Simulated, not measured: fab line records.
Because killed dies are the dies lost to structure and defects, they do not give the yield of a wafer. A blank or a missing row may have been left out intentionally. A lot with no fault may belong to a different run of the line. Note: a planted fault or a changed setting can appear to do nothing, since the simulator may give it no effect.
Which of the tools did it? | flow n5_finfet | 30 wafers sampled from 10 lots at 1 step of a route of 1938

== WHAT EACH GAUGE READ, for each wafer ==
N5_BEOL_M4_RC_MEAS_101.
lot  | measured     | on        | DIBL_N (mV/V)  | DIBL_P (mV/V)  | IOFF_N (nA/um) | IOFF_P (nA/um) | ION_N (uA/um) | ION_P (uA/um) | SS_N (mV/dec)  | SS_P (mV/dec)  | VT_N (mV)   | VT_P (mV)
L374 | day 8 01:43  | prober-02 | 37.7 35.6 35.6 | 36.6 34.6 34.4 | 0.17 0.12 0.14 | 0.21 0.18 0.18 | 670 662 650   | 452 457 451   | 72.3 72.2 71.8 | 74.3 73.1 73.6 | 251 253 250 | -252 -255 -256
L379 | day 9 23:21  | prober-02 | 34.2 31.3 34.5 | 32.2 29.9 33.6 | 0.12 0.10 0.13 | 0.14 0.12 0.16 | 656 651 661   | 450 447 454   | 71.6 70.8 70.8 | 72.6 72.2 72.6 | 253 254 250 | -257 -256 -257
L384 | day 10 18:38 | prober-02 | 35.9 36.1 36.6 | 37.2 37.2 37.4 | 0.18 0.19 0.19 | 0.21 0.22 0.22 | 686 687 688   | 464 464 462   | 71.9 71.7 72.1 | 73.5 73.9 73.7 | 248 248 248 | -253 -251 -252
L385 | day 11 02:45 | prober-01 | 40.9 40.6 39.4 | 40.8 40.0 38.3 | 0.20 0.20 0.18 | 0.26 0.25 0.22 | 700 687 697   | 469 466 470   | 71.1 71.7 71.0 | 75.2 74.1 74.0 | 247 247 249 | -249 -249 -250
L390 | day 12 05:36 | prober-01 | 37.9 37.9 36.9 | 38.1 37.8 36.9 | 0.19 0.19 0.17 | 0.26 0.26 0.23 | 691 697 681   | 474 472 464   | 72.3 72.0 71.6 | 73.6 73.1 73.2 | 248 245 248 | -245 -245 -249
L391 | day 12 15:52 | prober-02 | 34.0 35.0 33.0 | 35.0 35.1 33.5 | 0.12 0.13 0.11 | 0.19 0.19 0.17 | 664 669 653   | 466 453 459   | 70.8 71.7 70.2 | 73.1 73.5 72.1 | 256 253 256 | -253 -253 -252
L394 | day 13 21:14 | prober-02 | 38.0 38.9 38.2 | 38.2 39.1 38.4 | 0.18 0.20 0.18 | 0.23 0.27 0.23 | 675 683 682   | 462 470 469   | 71.4 72.0 72.5 | 74.1 74.2 74.7 | 250 248 248 | -248 -247 -247
L396 | day 13 23:46 | prober-01 | 39.8 35.9 35.3 | 39.3 36.6 35.1 | 0.24 0.17 0.15 | 0.29 0.23 0.21 | 696 690 669   | 470 464 467   | 72.4 71.0 71.4 | 74.2 72.5 72.7 | 243 247 251 | -246 -247 -252
L392 | day 14 00:33 | prober-01 | 33.4 39.1 38.7 | 32.6 40.0 39.9 | 0.12 0.22 0.21 | 0.18 0.32 0.30 | 668 695 685   | 465 480 468   | 70.8 72.0 72.5 | 72.4 74.7 74.8 | 254 245 247 | -252 -243 -247
L395 | day 14 02:49 | prober-02 | 36.8 38.6 34.2 | 36.9 37.4 32.8 | 0.16 0.20 0.13 | 0.20 0.21 0.16 | 672 692 664   | 463 465 452   | 71.1 71.9 71.2 | 73.5 73.9 71.9 | 249 247 252 | -253 -251 -254

== WHICH TOOL RAN EACH LOT (tool, then ch and the chambers of the sampled wafers, then the start) ==
No process step before these readings appears in the record.

== AS READ BY THE TOOLS THEMSELVES (means over the sampled wafers that have a number; for cases with no such wafer, the mark the record gives instead) ==
The record holds no such reading with a usual standard deviation.

== THE ANSWER, worked out from the rows above alone ==
Rule: the lots themselves supply what counts as usual. The widest of any qualifying gaps counts: lots, ordered by their means at a reading, are off when they make up no more than a third of the lots, leave a main group of 4 or more, and stand apart from it by 3 or more times the standard deviation of that group's means. A main group is skipped when, at the precision printed for the reading in the tables above, its means are all equal. Also off: a lot with no number at a reading for which 4 or more lots have one. The other lots that the step has rows for count as sound. First the gauges in route order, then the tools' own readings, where a lot's mean is used as printed above. At the first step where some lot is off, the reading lying furthest off is the one used; lots without a number count as furthest.
Across all readings shown, no lot is off: no conclusion can be drawn from this.

== WHAT HAD BEEN PUT IN BY THE SIMULATOR ==
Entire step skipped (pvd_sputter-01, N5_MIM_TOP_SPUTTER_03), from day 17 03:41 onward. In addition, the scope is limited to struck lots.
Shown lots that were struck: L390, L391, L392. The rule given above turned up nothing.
